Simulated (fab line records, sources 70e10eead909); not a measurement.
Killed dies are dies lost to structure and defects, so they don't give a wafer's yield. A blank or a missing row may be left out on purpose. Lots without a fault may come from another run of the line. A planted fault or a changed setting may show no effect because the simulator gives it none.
Which tool did it? | flow nand_harc | 11 lots, 33 wafers sampled, at 1 step of a route of 1302

WHAT THE GAUGES READ, wafer by wafer
NHARC_P_M0_INSPECT_27. Usual: raw_defect_count 340, standard deviation 160.
lot  | measured     | on                | raw_defect_count | flag
L682 | day 6 12:09  | defect_inspect-02 | 145 328 435      |
L684 | day 7 03:47  | defect_inspect-02 | 496 510 724      |
L685 | day 7 17:16  | defect_inspect-02 | 385 405 339      |
L686 | day 8 12:02  | defect_inspect-02 | 223 238 184      |
L687 | day 8 13:19  | defect_inspect-01 | 210 365 242      |
L695 | day 12 04:29 | defect_inspect-01 | 466 355 423      |
L697 | day 12 23:56 | defect_inspect-01 | 173 379 222      |
L698 | day 13 12:26 | defect_inspect-02 | 358 628 338      |
L699 | day 13 16:49 | defect_inspect-02 | 180 103 125      |
L700 | day 13 23:49 | defect_inspect-01 | 280 223 282      |
L702 | day 15 00:37 | defect_inspect-01 | 131 408 240      |

WHICH TOOL RAN EACH LOT (tool, then ch and the chambers of the sampled wafers, then the start)
The record holds no process step before these readings.

WHAT THE TOOLS THEMSELVES READ (means of the sampled wafers that have a number; where no wafer has one, the mark that the record gives instead)
The record holds no such reading with a usual standard deviation.

THE ANSWER, worked out from the rows above alone
Rule: a lot is off if the mean of its wafers that have a number lies more than 3 standard deviations from the usual mean. A lot without any number at a reading at which 4 lots or more have one is off too. The other lots that the step has rows for count as sound. The gauges are gone through in route order, then the tools' own readings, and for those a lot's mean is taken as printed above. The first step at which some lot is off is used, and at that step the reading that is off furthest; a lot without a number counts as furthest.
No lot is off at any reading shown: from this, nothing can be told.

WHAT THE SIMULATOR HAD PUT IN
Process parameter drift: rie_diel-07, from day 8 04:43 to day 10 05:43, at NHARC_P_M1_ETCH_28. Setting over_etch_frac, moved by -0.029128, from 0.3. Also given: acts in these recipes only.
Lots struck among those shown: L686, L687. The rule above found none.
